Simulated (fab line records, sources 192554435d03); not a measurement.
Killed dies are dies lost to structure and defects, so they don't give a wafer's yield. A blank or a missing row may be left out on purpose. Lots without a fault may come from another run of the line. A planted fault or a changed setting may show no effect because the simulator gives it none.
Chamber matching | flow n5_finfet | N5_BEOL_M14_TRENCH_ETCH_34 on rie_diel-01: 4 sister chambers
The step etches SiO2 in C4F8/O2/Ar, target depth 556.65 nm, time 126.9 s. 14 wafers are shown with their chamber, then 7 later ones without.

WAFERS WITH THEIR CHAMBER
wafer  | chamber | rf_vpp_V (V) | throttle_valve_pct (%) | showerhead_plenum_p_Torr (Torr)
L077.1 | 3       | 2242         | 31.14                  | 3.40
L077.4 | 2       | 2195         | 31.08                  | 3.44
L077.6 | 2       | 2196         | 31.07                  | 3.44
L080.1 | 2       | 2192         | 31.08                  | 3.44
L080.3 | 1       | 2261         | 30.87                  | 3.48
L080.5 | 0       | 2241         | 31.20                  | 3.47
L082.1 | 1       | 2261         | 30.85                  | 3.48
L082.4 | 2       | 2194         | 31.10                  | 3.44
L082.5 | 0       | 2240         | 31.18                  | 3.47
L091.2 | 1       | 2259         | 30.89                  | 3.47
L091.5 | 0       | 2238         | 31.20                  | 3.46
L091.6 | 1       | 2261         | 30.89                  | 3.47
L093.2 | 0       | 2238         | 31.21                  | 3.45
L093.3 | 2       | 2189         | 31.10                  | 3.42

SIGNATURES (means of the wafers above)
reading                  | chamber 0 | chamber 1 | chamber 2 | chamber 3 | scatter within a chamber
rf_vpp_V                 | 2239.25   | 2260.50   | 2193.20   | 2242.00   | 2.01
throttle_valve_pct       | 31.1975   | 30.8750   | 31.0860   | 31.1400   | 0.0151
showerhead_plenum_p_Torr | 3.4625    | 3.4750    | 3.4360    | 3.4000    | 0.00834
Rule: a wafer's distance from a chamber is the root of the sum, over the readings, of the square of ((its reading less the chamber's mean) divided by the reading's scatter). The wafer belongs to the nearest chamber; if the next one is less than 2 further off, it can't be placed. The scatter: the root of (the sum of the squares of (reading less its chamber's mean) over the shown wafers, divided by (wafers less chambers)).

WAFERS WITHOUT THEIR CHAMBER
wafer  | rf_vpp_V (V) | throttle_valve_pct (%) | showerhead_plenum_p_Torr (Torr)
L093.4 | 2193         | 31.11                  | 3.42
L095.2 | 2239         | 31.23                  | 3.45
L095.5 | 2237         | 31.24                  | 3.45
L095.6 | 2260         | 30.89                  | 3.46
L096.1 | 2259         | 30.91                  | 3.46
L096.2 | 2192         | 31.13                  | 3.42
L096.5 | 2193         | 31.13                  | 3.42

WHICH CHAMBER EACH WENT THROUGH
wafer  | from the rows above | in truth
L093.4 | 2                   | 2
L095.2 | 0                   | 0
L095.5 | 0                   | 0
L095.6 | 1                   | 1
L096.1 | 1                   | 1
L096.2 | 2                   | 2
L096.5 | 2                   | 2
Placed correctly: 7 of 7. Can't be placed from these rows: 0. Placed wrongly: 0.
